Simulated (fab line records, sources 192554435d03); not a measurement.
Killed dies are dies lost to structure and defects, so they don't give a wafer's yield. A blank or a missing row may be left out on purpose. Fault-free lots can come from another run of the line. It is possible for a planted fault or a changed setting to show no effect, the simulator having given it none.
Split-lot experiment | flow n5Finfet | on a route of 1938 steps: 7 lots, 21 wafers read

ABOUT THE SPLIT
At N5_BEOL_M10_EXPOSE_25 (exposes mask V9), the setting doseMj was moved away from the recipe's 85.5 on 4 of the 21 wafers read, by -6.2% to +4.9%. All remaining wafers had this setting at the recipe value.

FROM THE SPLIT TO THE READING: what the file shows between them, 2 steps
- N5_BEOL_M10_PEB_26: peb time 60 s
- N5_BEOL_M10_DEVELOP_27: develop time 30 s

THE READING
At N5_BEOL_M10_CD_MEAS_28: cdNm in nanometres, against a target cd of 70 nm. On this fab line, fault-free wafers typically give 69.2 nm with a standard deviation of 1.1 nm.

wafer  | tool, chamber at the split | doseMj as run | against the recipe | cdNm, nm | against lot-mates on the recipe
L079.2 | arfiScanner-02, 0          | 85.5          | recipe             | 68.3     | -
L079.5 | arfiScanner-02, 0          | 85.5          | recipe             | 66.8     | -
L079.6 | arfiScanner-02, 0          | 85.5          | recipe             | 67.0     | -
L081.1 | arfiScanner-03, 0          | 85.5          | recipe             | 68.2     | -
L081.3 | arfiScanner-03, 0          | 85.5          | recipe             | 69.9     | -
L081.5 | arfiScanner-03, 0          | 85.5          | recipe             | 69.0     | -
L084.2 | arfiScanner-02, 0          | 85.5          | recipe             | 70.0     | -
L084.5 | arfiScanner-02, 0          | 85.5          | recipe             | 69.2     | -
L084.6 | arfiScanner-02, 0          | 85.5          | recipe             | 69.9     | -
L083.1 | arfiScanner-03, 0          | 85.5          | recipe             | 69.2     | -
L083.3 | arfiScanner-03, 0          | 85.5          | recipe             | 70.7     | -
L083.4 | arfiScanner-03, 0          | 89.71         | +4.9%              | 75.4     | +5.5
L091.2 | arfiScanner-02, 0          | 85.5          | recipe             | 69.3     | -
L091.4 | arfiScanner-02, 0          | 88.83         | +3.9%              | 72.2     | +2.5
L091.6 | arfiScanner-02, 0          | 85.5          | recipe             | 70.2     | -
L094.1 | arfiScanner-02, 0          | 80.17         | -6.2%              | 63.5     | -3.9
L094.2 | arfiScanner-02, 0          | 80.17         | -6.2%              | 64.5     | -2.9
L094.3 | arfiScanner-02, 0          | 85.5          | recipe             | 67.4     | -
L095.1 | arfiScanner-01, 0          | 85.5          | recipe             | 68.9     | -
L095.2 | arfiScanner-01, 0          | 85.5          | recipe             | 67.8     | -
L095.3 | arfiScanner-01, 0          | 85.5          | recipe             | 69.0     | -

FIT RESULTS
A straight line over all 21 wafers: cdNm changes by +0.909 nm for each +1% of doseMj; r = +0.89; the points scatter about the line by 1.2 nm.
The same after taking each lot's own level away (the mean of its wafers on the recipe; 21 wafers): +0.678 nm for each +1%; r = +0.91; scatter 0.77 nm.
On that fit, the largest move of doseMj shifts the reading by 4.2 nm.
Measured against the standard deviation above, the lots' own levels, which go from 67.37 to 69.95 nm, span 2.3 times it.
Thus the slope moves with the lot-to-lot level: the two fits are different.
Check: with one of the wafers moved furthest among these (-6.2%) left out of the fit, the line predicts -4.14 nm for it against its lot-mates. Against them it came out at -3.9 nm.

THESE WAFERS: OTHER SPLITS
Before the reading, these wafers also passed through other splits. Each is held against what the fit with the lots' levels taken away leaves over:
other split on the same wafers    | wafers away from the commonest value | r with cdNm (lot level and that fit taken away)
N5_BEOL_M7_TRENCH_ETCH_37 sourceW | 5                                    | -0.08
N5_BEOL_M9_TRENCH_ETCH_37 sourceW | 6                                    | +0.01
N5_BEOL_M10_COAT_64 spinRpm       | 7                                    | +0.04

THE FILE'S OWN FIT
cdNm changes by +0.74 nm for each +1% of doseMj, r = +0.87.
